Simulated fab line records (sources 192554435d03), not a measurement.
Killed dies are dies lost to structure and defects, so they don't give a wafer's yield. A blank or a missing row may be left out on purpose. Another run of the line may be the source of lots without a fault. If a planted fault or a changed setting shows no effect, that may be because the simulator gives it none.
fab line records + flow n5Finfet
[record]
- lots = 10
- wafers = 30
- lastDay = 19
route steps=1938 shown WELL_APT@43 PMOS_HMC_CHANNEL_EPI@65 BEOL_M4@1111
lots with no fault: from the same line, run without faults
startH: hours from the record's first day to the start of the lot's first wafer shown + waitH: hours since the lot's step before + " same as the row above + L1.1+2: a row that stands for several wafers + - no value present, or no start provided + * or withheld: withheld + < > ~ a bound
route shown NAME@n: NAME is a module with steps in the file, n the number in the route of the first one + usual: mean/standard deviation taken from wafers without a fault + same: alike in all rows + chamber/n: place in a boat + sites: readings site by site + _std_site: the values' standard deviation + _edge_site: mean of outer sites minus mean of inner sites + radiusMm: for every site, how far away it sits from the centre of the wafer + mask NAME#n: copy n + behind: tool/chamber where the wafer was last shaped + hold: reason for holding the lot/hours on hold/outcome of the hold + device: names the non-switching transistor (n, p or np) + end of line: the same wafers' tests at the end of the route + step lacking rows: just its recipe + killed: at the first sort, the dies lost to defects and structure; wafer yield is something else + map: a wafer's dies, x killed, . not, _ none there
set.NAME: the setting the step ran with; set.NAME@STEP: the setting that earlier step ran with + model.NAME: the simulator's own value behind a step, which no gauge read
the route's steps for a sample of lots (tables are steps, rows are wafers)
services: from which hour (startH, from the record's first day; less than 0 if before it) a tool's chamber was out of use, for how many hours, and why
[[steps]]
[step N5_WELL_APT_CD_MEAS_25]
[recipe]
- targetCdNm = 200
- landingEnergyEv = 500
- detector = seInlens
[usual]
- cdNm = 199.8/1.3
| lot.wafer | tool     | chamber | startH | waitH | cdNm  |
|-----------|----------|---------|--------|-------|-------|
| L170.2    | cdSem-01 | 0       | 15.02  | -     | 197.3 |
| L170.3    | "        | 0       | "      | "     | 200.0 |
| L170.4    | "        | 0       | "      | "     | 199.2 |
| L173.4    | cdSem-02 | 0       | 33.18  | -     | 200.4 |
| L173.5    | "        | 0       | "      | "     | 198.9 |
| L173.6    | "        | 0       | "      | "     | 200.4 |
| L174.1    | cdSem-02 | 0       | 39.33  | -     | 200.8 |
| L174.3    | "        | 0       | "      | "     | 199.2 |
| L174.4    | "        | 0       | "      | "     | 199.8 |
| L182.4    | cdSem-02 | 0       | 87.02  | -     | 199.3 |
| L182.5    | "        | 0       | "      | "     | 197.5 |
| L182.6    | "        | 0       | "      | "     | 200.9 |
| L186.2    | cdSem-01 | 0       | 111.11 | -     | 201.9 |
| L186.3    | "        | 0       | "      | "     | 199.8 |
| L186.4    | "        | 0       | "      | "     | 202.0 |
| L188.2    | cdSem-03 | 0       | 123.07 | -     | 199.3 |
| L188.5    | "        | 0       | "      | "     | 198.7 |
| L188.6    | "        | 0       | "      | "     | 198.7 |
| L190.1    | cdSem-03 | 0       | 134.97 | -     | 200.9 |
| L190.2    | "        | 0       | "      | "     | 199.6 |
| L190.3    | "        | 0       | "      | "     | 198.7 |
| L191.2    | cdSem-03 | 0       | 140.95 | -     | 197.8 |
| L191.3    | "        | 0       | "      | "     | 200.8 |
| L191.6    | "        | 0       | "      | "     | 201.1 |
| L192.4    | cdSem-01 | 0       | 147.04 | -     | 199.6 |
| L192.5    | "        | 0       | "      | "     | 201.1 |
| L192.6    | "        | 0       | "      | "     | 201.9 |
| L193.1    | cdSem-03 | 0       | 153.40 | -     | 198.5 |
| L193.3    | "        | 0       | "      | "     | 201.8 |
| L193.6    | "        | 0       | "      | "     | 199.5 |
[step N5_PMOS_HMC_CHANNEL_EPI_CD_MEAS_09]
[recipe]
- targetCdNm = 237.4
- landingEnergyEv = 500
- detector = seInlens
[usual]
- cdNm = 237.9/0.86
| lot.wafer | tool     | chamber | startH | waitH | cdNm  |
|-----------|----------|---------|--------|-------|-------|
| L170.2    | cdSem-03 | 0       | 17.51  | -     | 237.0 |
| L170.3    | "        | 0       | "      | "     | 238.1 |
| L170.4    | "        | 0       | "      | "     | 238.4 |
| L173.4    | cdSem-02 | 0       | 36.10  | -     | 238.0 |
| L173.5    | "        | 0       | "      | "     | 238.8 |
| L173.6    | "        | 0       | "      | "     | 239.4 |
| L174.1    | cdSem-01 | 0       | 41.86  | -     | 237.4 |
| L174.3    | "        | 0       | "      | "     | 237.6 |
| L174.4    | "        | 0       | "      | "     | 238.3 |
| L182.4    | cdSem-03 | 0       | 89.44  | -     | 237.3 |
| L182.5    | "        | 0       | "      | "     | 237.2 |
| L182.6    | "        | 0       | "      | "     | 238.5 |
| L186.2    | cdSem-01 | 0       | 113.30 | -     | 239.7 |
| L186.3    | "        | 0       | "      | "     | 238.5 |
| L186.4    | "        | 0       | "      | "     | 238.6 |
| L188.2    | cdSem-02 | 0       | 125.34 | -     | 237.8 |
| L188.5    | "        | 0       | "      | "     | 237.5 |
| L188.6    | "        | 0       | "      | "     | 238.3 |
| L190.1    | cdSem-01 | 0       | 137.24 | -     | 235.7 |
| L190.2    | "        | 0       | "      | "     | 235.8 |
| L190.3    | "        | 0       | "      | "     | 236.5 |
| L191.2    | cdSem-01 | 0       | 143.38 | -     | 238.2 |
| L191.3    | "        | 0       | "      | "     | 238.8 |
| L191.6    | "        | 0       | "      | "     | 238.7 |
| L192.4    | cdSem-01 | 0       | 149.57 | -     | 238.0 |
| L192.5    | "        | 0       | "      | "     | 238.0 |
| L192.6    | "        | 0       | "      | "     | 237.9 |
| L193.1    | cdSem-01 | 0       | 155.58 | -     | 238.4 |
| L193.3    | "        | 0       | "      | "     | 237.6 |
| L193.6    | "        | 0       | "      | "     | 236.8 |
[step N5_PMOS_HMC_CHANNEL_EPI_OVL_MEAS_10]
[recipe]
- pointsPerWafer = 44
[usual]
- PMOS_HMC_BLK_OVL = 0.0/0.72
| lot.wafer | tool       | chamber | startH | waitH | PMOS_HMC_BLK_OVL[nm] |
|-----------|------------|---------|--------|-------|----------------------|
| L170.2    | overlay-01 | 0       | 17.54  | 0.0   | 0.7                  |
| L170.3    | "          | 0       | "      | "     | 0.5                  |
| L170.4    | "          | 0       | "      | "     | 1.2                  |
| L173.4    | overlay-01 | 0       | 36.12  | 0.0   | 0.3                  |
| L173.5    | "          | 0       | "      | "     | 0.2                  |
| L173.6    | "          | 0       | "      | "     | 0.1                  |
| L174.1    | overlay-02 | 0       | 41.89  | 0.0   | 0.1                  |
| L174.3    | "          | 0       | "      | "     | 0.6                  |
| L174.4    | "          | 0       | "      | "     | -0.1                 |
| L182.4    | overlay-01 | 0       | 89.47  | 0.0   | 0.5                  |
| L182.5    | "          | 0       | "      | "     | -0.5                 |
| L182.6    | "          | 0       | "      | "     | 0.5                  |
| L186.2    | overlay-01 | 0       | 113.33 | 0.0   | -1.2                 |
| L186.3    | "          | 0       | "      | "     | -0.2                 |
| L186.4    | "          | 0       | "      | "     | -1.1                 |
| L188.2    | overlay-01 | 0       | 125.37 | 0.0   | 0.5                  |
| L188.5    | "          | 0       | "      | "     | 0.5                  |
| L188.6    | "          | 0       | "      | "     | 1.2                  |
| L190.1    | overlay-01 | 0       | 137.27 | 0.0   | 0.2                  |
| L190.2    | "          | 0       | "      | "     | -1.3                 |
| L190.3    | "          | 0       | "      | "     | -0.1                 |
| L191.2    | overlay-01 | 0       | 143.41 | 0.0   | 0.5                  |
| L191.3    | "          | 0       | "      | "     | -0.6                 |
| L191.6    | "          | 0       | "      | "     | 0.7                  |
| L192.4    | overlay-01 | 0       | 149.59 | 0.0   | 0.2                  |
| L192.5    | "          | 0       | "      | "     | -0.4                 |
| L192.6    | "          | 0       | "      | "     | 0.4                  |
| L193.1    | overlay-02 | 0       | 155.61 | 0.0   | -0.1                 |
| L193.3    | "          | 0       | "      | "     | -0.9                 |
| L193.6    | "          | 0       | "      | "     | -0.1                 |
[step N5_PMOS_HMC_CHANNEL_EPI_ETCH_38]
[recipe]
- chemistry = CF4
- target = SiO2
- targetDepthA = 15
- ionEnergyEv = 350
- pressureMtorr = 10
- icpW = 800
- biasW = 400
- cf4FlowSccm = 80
[usual]
- biasW = 400.1/1.3
- cf4FlowSccm = 80.00/0.23
- drypumpMotorCurrentA = 5.83/0.27
- oesProductAu = 0.999/0.017
- throttleValvePct = 21.83/0.24
| lot.wafer | tool     | chamber | startH | waitH | biasW | cf4FlowSccm | drypumpMotorCurrentA | oesProductAu | rfHoursCounterH | throttleValvePct |
|-----------|----------|---------|--------|-------|-------|-------------|----------------------|--------------|-----------------|------------------|
| L170.2    | rieSi-05 | 3       | 18.03  | 0.0   | 398.2 | 79.88       | 5.76                 | 1.007        | 86              | 21.77            |
| L170.3    | "        | 2       | "      | "     | 400.1 | 79.84       | 5.66                 | 1.015        | 144             | 22.00            |
| L170.4    | "        | 1       | "      | "     | 399.3 | 80.14       | 5.66                 | 0.990        | 135             | 22.08            |
| L173.4    | rieSi-03 | 3       | 36.62  | 0.0   | -     | -           | -                    | -            | -               | -                |
| L173.5    | "        | 3       | "      | "     | -     | -           | -                    | -            | -               | -                |
| L173.6    | "        | 0       | "      | "     | -     | -           | -                    | -            | -               | -                |
| L174.1    | rieSi-05 | 2       | 42.39  | 0.0   | -     | -           | -                    | -            | -               | -                |
| L174.3    | "        | 3       | "      | "     | -     | -           | -                    | -            | -               | -                |
| L174.4    | "        | 1       | "      | "     | -     | -           | -                    | -            | -               | -                |
| L182.4    | rieSi-05 | 2       | 90.36  | 0.0   | 398.6 | 80.03       | 5.68                 | 1.008        | 145             | 22.01            |
| L182.5    | "        | 0       | "      | "     | 401.6 | 79.64       | 6.01                 | 1.044        | -               | 21.67            |
| L182.6    | "        | 1       | "      | "     | 400.1 | 80.41       | 5.64                 | 0.976        | -               | 22.07            |
| L186.2    | rieSi-04 | 3       | 113.82 | 0.0   | 399.9 | 80.22       | 5.92                 | 1.006        | 170             | 22.16            |
| L186.3    | "        | 0       | "      | "     | 398.0 | 79.70       | 5.78                 | 0.995        | 144             | 22.17            |
| L186.4    | "        | 0       | "      | "     | 400.6 | 80.04       | 5.77                 | 0.996        | -               | 22.17            |
| L188.2    | rieSi-03 | 3       | 126.24 | 0.0   | 397.8 | 79.72       | 5.75                 | 1.016        | 82              | 21.52            |
| L188.5    | "        | 0       | "      | "     | 400.2 | 80.19       | 5.84                 | 0.972        | -               | 21.48            |
| L188.6    | "        | 3       | "      | "     | 399.3 | 79.54       | 5.74                 | 1.005        | -               | 21.55            |
| L190.1    | rieSi-03 | 2       | 137.76 | 0.0   | 402.8 | 79.98       | 6.26                 | 0.994        | 67              | 21.71            |
| L190.2    | "        | 1       | "      | "     | 401.3 | 79.80       | 5.89                 | 0.998        | 173             | 22.07            |
| L190.3    | "        | 0       | "      | "     | 400.9 | 79.78       | 5.86                 | 0.975        | 88              | 21.47            |
| L191.2    | rieSi-05 | 1       | 144.25 | 0.0   | 400.6 | 79.96       | 5.67                 | 0.976        | 137             | 22.08            |
| L191.3    | "        | 0       | "      | "     | 400.1 | 79.85       | 6.02                 | 1.031        | 7               | 21.67            |
| L191.6    | "        | 2       | "      | "     | 399.4 | 79.79       | 5.68                 | 1.006        | -               | 22.01            |
| L192.4    | rieSi-03 | 2       | 150.08 | 0.0   | 399.8 | 80.17       | 6.26                 | 1.004        | 67              | 21.72            |
| L192.5    | "        | 3       | "      | "     | 399.8 | 80.30       | 5.74                 | 1.011        | -               | 21.54            |
| L192.6    | "        | 2       | "      | "     | 399.2 | 79.96       | 6.26                 | 0.996        | -               | 21.72            |
| L193.1    | rieSi-05 | 3       | 156.36 | 0.0   | 398.4 | 79.96       | 5.75                 | 1.005        | 88              | 21.77            |
| L193.3    | "        | 1       | "      | "     | 400.6 | 79.86       | 5.70                 | 0.975        | 137             | 22.09            |
| L193.6    | "        | 0       | "      | "     | 400.6 | 80.10       | 6.01                 | 1.025        | -               | 21.66            |
[step N5_BEOL_M4_RC_MEAS_101]
[usual]
- DIBL_N = 36.2/1.2
- DIBL_P = 36.3/1.3
- IOFF_N = 0.155/0.019
- IOFF_P = 0.210/0.029
- ION_N = 677/8.6
- ION_P = 465/6.8
- SS_N = 71.4/0.48
- SS_P = 73.2/0.53
- VT_N = 249.9/2.4
- VT_P = -250/3.2
| lot.wafer | tool      | chamber | startH | waitH | DIBL_N[mV/V] | DIBL_P[mV/V] | IOFF_N[nA/um] | IOFF_P[nA/um] | ION_N[uA/um] | ION_P[uA/um] | SS_N[mV/dec] | SS_P[mV/dec] | VT_N[mV] | VT_P[mV] |
|-----------|-----------|---------|--------|-------|--------------|--------------|---------------|---------------|--------------|--------------|--------------|--------------|----------|----------|
| L170.2    | prober-02 | 0       | 158.43 | 0.2   | 36.5         | 36.8         | 0.157         | 0.199         | 672          | 464          | 71.7         | 72.9         | 250.5    | -252     |
| L170.3    | "         | 0       | "      | "     | 36.3         | 36.4         | 0.153         | 0.198         | 673          | 459          | 71.1         | 73.6         | 251.6    | -250     |
| L170.4    | "         | 0       | "      | "     | 37.5         | 37.9         | 0.178         | 0.220         | 685          | 469          | 71.9         | 72.6         | 249.3    | -250     |
| L173.4    | prober-01 | 0       | 188.14 | 0.5   | 34.5         | 35.1         | 0.138         | 0.196         | 682          | 470          | 70.4         | 73.4         | 250.0    | -249     |
| L173.5    | "         | 0       | "      | "     | 34.6         | 34.9         | 0.140         | 0.194         | 670          | 465          | 70.7         | 72.7         | 251.1    | -251     |
| L173.6    | "         | 0       | "      | "     | 34.0         | 34.1         | 0.121         | 0.177         | 664          | 456          | 70.3         | 72.9         | 253.0    | -254     |
| L174.1    | prober-02 | 0       | 199.88 | 0.0   | 35.7         | 36.0         | 0.144         | 0.215         | 671          | 463          | 71.6         | 73.4         | 251.6    | -249     |
| L174.3    | "         | 0       | "      | "     | 37.4         | 38.4         | 0.182         | 0.245         | 678          | 469          | 70.9         | 74.0         | 246.6    | -247     |
| L174.4    | "         | 0       | "      | "     | 37.0         | 37.4         | 0.166         | 0.222         | 666          | 464          | 71.0         | 73.7         | 249.5    | -248     |
| L182.4    | prober-01 | 0       | 261.68 | 0.5   | 35.9         | 36.1         | 0.138         | 0.197         | 662          | 462          | 71.7         | 73.6         | 251.8    | -250     |
| L182.5    | "         | 0       | "      | "     | 34.9         | 34.8         | 0.127         | 0.173         | 664          | 461          | 71.5         | 72.1         | 252.5    | -252     |
| L182.6    | "         | 0       | "      | "     | 37.9         | 38.3         | 0.181         | 0.234         | 681          | 466          | 72.2         | 73.4         | 248.7    | -250     |
| L186.2    | prober-01 | 0       | 280.87 | 0.2   | 34.9         | 35.2         | 0.129         | 0.162         | 666          | 449          | 71.6         | 72.5         | 256.9    | -258     |
| L186.3    | "         | 0       | "      | "     | 35.5         | 36.2         | 0.147         | 0.182         | 669          | 455          | 71.6         | 73.1         | 251.4    | -253     |
| L186.4    | "         | 0       | "      | "     | 35.7         | 36.4         | 0.152         | 0.187         | 672          | 453          | 72.4         | 73.1         | 251.7    | -254     |
| L188.2    | prober-02 | 0       | 282.73 | 0.2   | 36.5         | 37.6         | 0.155         | 0.216         | 672          | 464          | 70.9         | 73.4         | 250.2    | -248     |
| L188.5    | "         | 0       | "      | "     | 35.7         | 36.6         | 0.142         | 0.194         | 676          | 464          | 71.5         | 73.3         | 251.9    | -251     |
| L188.6    | "         | 0       | "      | "     | 36.0         | 37.3         | 0.145         | 0.219         | 676          | 463          | 71.8         | 73.5         | 251.1    | -248     |
| L190.1    | prober-02 | 0       | 303.74 | 0.0   | 34.4         | 35.3         | 0.122         | 0.160         | 668          | 457          | 70.6         | 72.8         | 253.7    | -255     |
| L190.2    | "         | 0       | "      | "     | 35.5         | 36.5         | 0.139         | 0.180         | 681          | 462          | 71.3         | 73.1         | 249.6    | -254     |
| L190.3    | "         | 0       | "      | "     | 35.8         | 36.0         | 0.135         | 0.172         | 664          | 452          | 71.3         | 72.6         | 249.5    | -251     |
| L191.2    | prober-02 | 0       | 308.16 | 0.2   | 37.6         | 36.5         | 0.155         | 0.207         | 665          | 457          | 71.7         | 72.6         | 250.2    | -250     |
| L191.3    | "         | 0       | "      | "     | 37.3         | 37.1         | 0.156         | 0.218         | 680          | 465          | 71.6         | 72.3         | 250.3    | -249     |
| L191.6    | "         | 0       | "      | "     | 37.2         | 36.3         | 0.147         | 0.203         | 671          | 467          | 71.3         | 73.1         | 250.7    | -249     |
| L193.1    | prober-02 | 0       | 322.78 | 0.0   | 35.4         | 33.4         | 0.128         | 0.159         | 657          | 451          | 70.9         | 72.4         | 252.2    | -254     |
| L193.3    | "         | 0       | "      | "     | 36.9         | 35.5         | 0.159         | 0.188         | 673          | 459          | 71.7         | 72.8         | 250.4    | -251     |
| L193.6    | "         | 0       | "      | "     | 37.4         | 36.0         | 0.164         | 0.199         | 674          | 458          | 71.9         | 73.6         | 249.7    | -252     |
| L192.4    | prober-02 | 0       | 329.51 | 0.5   | 36.7         | 36.1         | 0.170         | 0.206         | 676          | 466          | 71.5         | 73.0         | 247.0    | -251     |
| L192.5    | "         | 0       | "      | "     | 36.6         | 35.9         | 0.166         | 0.199         | 676          | 461          | 70.6         | 73.5         | 250.3    | -252     |
| L192.6    | "         | 0       | "      | "     | 37.7         | 38.0         | 0.184         | 0.240         | 690          | 471          | 72.1         | 73.9         | 245.6    | -249     |
[[services]]
| tool     | chamber | startH | hours | kind          |
|----------|---------|--------|-------|---------------|
| rieSi-03 | -       | 0.61   | 0.1   | repair        |
| rieSi-03 | 1       | 52.42  | 2.1   | repair        |
| rieSi-04 | 1       | 94.80  | -     | clean         |
| rieSi-04 | 1       | 94.80  | 22.4  | scheduledDown |
| rieSi-04 | 1       | 94.80  | 22.4  | ventCycle     |
| rieSi-03 | -       | 106.36 | 0.2   | repair        |
| rieSi-05 | -       | 108.66 | 0.3   | repair        |
| rieSi-05 | 3       | 108.97 | 2.1   | repair        |
| rieSi-05 | -       | 111.27 | 14.6  | pm            |
| rieSi-04 | 0       | 143.64 | 3.5   | repair        |
[[key]]
[firstSign]
- step = N5_PMOS_HMC_CHANNEL_EPI_ETCH_38
- reading = toolRecord
- direction = missing
effect none on later readings
metAt N5_PMOS_HMC_CHANNEL_EPI_ETCH_38
struckLots L173,L174
notActingAt N5_WELL_APT_CD_MEAS_25,N5_PMOS_HMC_CHANNEL_EPI_CD_MEAS_09,N5_PMOS_HMC_CHANNEL_EPI_OVL_MEAS_10
onsetBetween 18.03 36.62
[fault]
- kind = skippedStepWhole
- tool = rieSi-03,rieSi-05
- chamber = -
- onsetH = 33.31
- steps = N5_PMOS_HMC_CHANNEL_EPI_ETCH_38
- scope = struckLotsOnly
